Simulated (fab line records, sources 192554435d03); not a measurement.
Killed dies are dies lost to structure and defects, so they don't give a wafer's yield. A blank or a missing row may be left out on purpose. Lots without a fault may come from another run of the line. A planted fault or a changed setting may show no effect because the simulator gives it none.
Chamber matching | flow n5_finfet | N5_SD_EPI_N_DESCUM_14 on rie_diel-01: 4 sister chambers
The step chemistry O2, time 7.9 s. 16 wafers are shown with their chamber, then 8 later ones without.

WAFERS WITH THEIR CHAMBER
wafer  | chamber | drypump_motor_current_A (A) | showerhead_plenum_p_Torr (Torr) | oes_product_au (a.u.)
L079.2 | 2       | 6.3                         | 2.05                            | 0.73
L079.3 | 0       | 6.0                         | 1.99                            | 0.75
L079.5 | 0       | 6.1                         | 1.99                            | 0.75
L081.1 | 0       | 6.1                         | 1.99                            | 0.75
L081.2 | 3       | 5.7                         | 2.05                            | 0.95
L081.3 | 1       | 5.3                         | 2.09                            | 0.72
L081.4 | 2       | 6.4                         | 2.05                            | 0.72
L081.5 | 3       | 5.7                         | 2.05                            | 0.95
L081.6 | 0       | 6.1                         | 1.99                            | 0.74
L082.1 | 3       | 5.7                         | 2.05                            | 0.92
L082.4 | 2       | 6.4                         | 2.05                            | 0.72
L082.6 | 3       | 5.7                         | 2.05                            | 0.93
L084.1 | 0       | 6.1                         | 1.98                            | 0.73
L084.2 | 1       | 5.3                         | 2.08                            | 0.72
L084.4 | 3       | 5.7                         | 2.05                            | 0.89
L089.4 | 3       | 5.7                         | 2.04                            | 0.86

SIGNATURES (means of the wafers above)
reading                  | chamber 0 | chamber 1 | chamber 2 | chamber 3 | scatter within a chamber
drypump_motor_current_A  | 6.080     | 5.300     | 6.367     | 5.700     | 0.035
showerhead_plenum_p_Torr | 1.9880    | 2.0850    | 2.0500    | 2.0483    | 0.00422
oes_product_au           | 0.7440    | 0.7200    | 0.7233    | 0.9167    | 0.0237
Rule: a wafer's distance from a chamber is the root of the sum, over the readings, of the square of ((its reading less the chamber's mean) divided by the reading's scatter). The wafer belongs to the nearest chamber; if the next one is less than 2 further off, it can't be placed. The scatter: the root of (the sum of the squares of (reading less its chamber's mean) over the shown wafers, divided by (wafers less chambers)).

WAFERS WITHOUT THEIR CHAMBER
wafer  | drypump_motor_current_A (A) | showerhead_plenum_p_Torr (Torr) | oes_product_au (a.u.)
L089.5 | 5.7                         | 2.04                            | 0.85
L089.6 | 6.1                         | 1.98                            | 0.72
L096.1 | 5.7                         | 2.04                            | 0.83
L096.2 | 5.3                         | 2.07                            | 0.69
L096.6 | 6.4                         | 2.04                            | 0.98
L097.1 | 5.3                         | 2.07                            | 0.68
L097.3 | 6.4                         | 2.04                            | 0.96
L097.5 | 6.3                         | 2.04                            | 0.96

WHICH CHAMBER EACH WENT THROUGH
wafer  | from the rows above | in truth
L089.5 | 3                   | 3
L089.6 | 0                   | 0
L096.1 | 3                   | 3
L096.2 | 1                   | 1
L096.6 | 2                   | 2
L097.1 | 1                   | 1
L097.3 | 2                   | 2
L097.5 | 2                   | 2
Placed correctly: 8 of 8. Can't be placed from these rows: 0. Placed wrongly: 0.
